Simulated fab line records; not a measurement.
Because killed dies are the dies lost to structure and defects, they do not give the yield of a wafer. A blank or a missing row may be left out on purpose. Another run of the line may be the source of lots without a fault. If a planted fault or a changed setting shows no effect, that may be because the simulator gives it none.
Split-lot experiment -- flow n5-finfet -- 21 wafers read from 7 lots, route of 1938 steps

== ABOUT THE SPLIT ==
At N5_FIN_SAQP_COAT_49 (time 60 s, resist thk 100 nm), the setting spin-rpm was moved away from the recipe's 1500 rpm on 9 of the 21 wafers read, by -10.5% to +11.1%. The other wafers ran this setting at the recipe's value.

== FROM THE SPLIT TO THE READING: what the file shows between them, 4 steps ==
- N5_FIN_SAQP_COAT_50: time 60 s, resist thk 35 nm
- N5_FIN_SAQP_COAT_10: resist thk 90 nm
- N5_FIN_SAQP_DESCUM_21: chemistry O2, time 7.9 s
- N5_FIN_SAQP_ETCH_51: etches SiARC in CF4, target depth 45.5 nm, time 75.8 s

== THE READING ==
etch.depth-nm (the simulator's own value, which no gauge read), in nm, at N5_FIN_SAQP_ETCH_52 (etches SOC in N2/H2, target depth 100 nm, overetch 20 nm, time 150 s). The file does not state a usual value for it. Here, 12 wafers ran the recipe; their average is 100.12 nm with a standard deviation of 0.24 nm.

wafer,"tool, chamber at the split","spin-rpm as run, rpm",against the recipe,"etch.depth-nm, nm",against lot-mates on the recipe
L077.4,"litho-track-04, 0",1546,+3.1%,98.5,-1.80
L077.5,"litho-track-04, 0",1546,+3.1%,98.77,-1.53
L077.6,"litho-track-04, 0",1500,recipe,100.3,-
L081.1,"litho-track-03, 0",1632,+8.8%,95.82,-4.02
L081.5,"litho-track-03, 0",1500,recipe,99.84,-
L081.6,"litho-track-03, 0",1632,+8.8%,95.95,-3.89
L083.3,"litho-track-04, 0",1666,+11.1%,95.01,-4.99
L083.4,"litho-track-04, 0",1500,recipe,100,-
L083.6,"litho-track-04, 0",1666,+11.1%,95.14,-4.86
L084.4,"litho-track-03, 0",1500,recipe,100.2,-
L084.5,"litho-track-03, 0",1500,recipe,100.1,-
L084.6,"litho-track-03, 0",1500,recipe,99.96,-
L088.2,"litho-track-03, 0",1556,+3.7%,98.07,-1.95
L088.5,"litho-track-03, 0",1500,recipe,99.93,-
L088.6,"litho-track-03, 0",1500,recipe,100.1,-
L093.2,"litho-track-03, 0",1500,recipe,99.86,-
L093.3,"litho-track-03, 0",1561,+4.1%,97.57,-2.41
L093.5,"litho-track-03, 0",1500,recipe,100.1,-
L097.2,"litho-track-03, 0",1500,recipe,100.4,-
L097.4,"litho-track-03, 0",1343,-10.5%,106.2,+5.65
L097.5,"litho-track-03, 0",1500,recipe,100.7,-

THE FIT
A straight line over all 21 wafers: etch.depth-nm changes by -0.502 nm for each +1% of spin-rpm; r = -0.99; the points scatter about the line by 0.34 nm.
The same after taking each lot's own level away (the mean of its wafers on the recipe; 21 wafers): -0.477 nm for each +1%; r = -0.99; scatter 0.26 nm.
That fit puts the effect of the largest move of spin-rpm on the reading at 5.3 nm.
Across the lots, their own levels run from 99.840 to 100.550 nm, a range of 3.0 times the standard deviation given above.
So the lot-to-lot level changes the slope little: the two slopes agree.
Check: for one of the wafers moved furthest among these (+11.1%), held out of the fit, the line's prediction against its lot-mates is -5.32 nm. It came out at -4.99 nm against them.

== FURTHER SPLITS ON THESE WAFERS ==
Before the reading, these wafers also passed through other splits. Each is held against what the fit with the lots' levels taken away leaves over:
other split on the same wafers,wafers away from the commonest value,r with etch.depth-nm (lot level and that fit taken away)
N5_ZERO_LAYER_EXPOSE_08 dose-mj,6,-0.08
N5_ZERO_LAYER_DEVELOP_10 develop-time-s,8,+0.14
N5_PMOS_HMC_CHANNEL_EPI_PEB_07 peb-temp-c,4,-0.08
N5_PMOS_HMC_CHANNEL_EPI_DEVELOP_08 develop-time-s,4,-0.14

== THE WHOLE CHAIN: every reading that the file lists as answering this split, in the file's order ==
step,what it does,reading,change (the file's fit),r (the file's)
N5_FIN_SAQP_COAT_49,"time 60 s, resist thk 100 nm","SOC_of_FIN_SAQP_COAT_49.thk-nm (the simulator's own value, which no gauge read)",-0.491 nm for each +1% of the setting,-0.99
N5_FIN_SAQP_ETCH_52,"etches SOC in N2/H2, target depth 100 nm, overetch 20 nm, time 150 s","etch.depth-nm (the simulator's own value, which no gauge read)",-0.491 nm for each +1% of the setting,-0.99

== FILE'S OWN FIT ==
etch.depth-nm changes by -0.491 nm for each +1% of spin-rpm, r = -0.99.
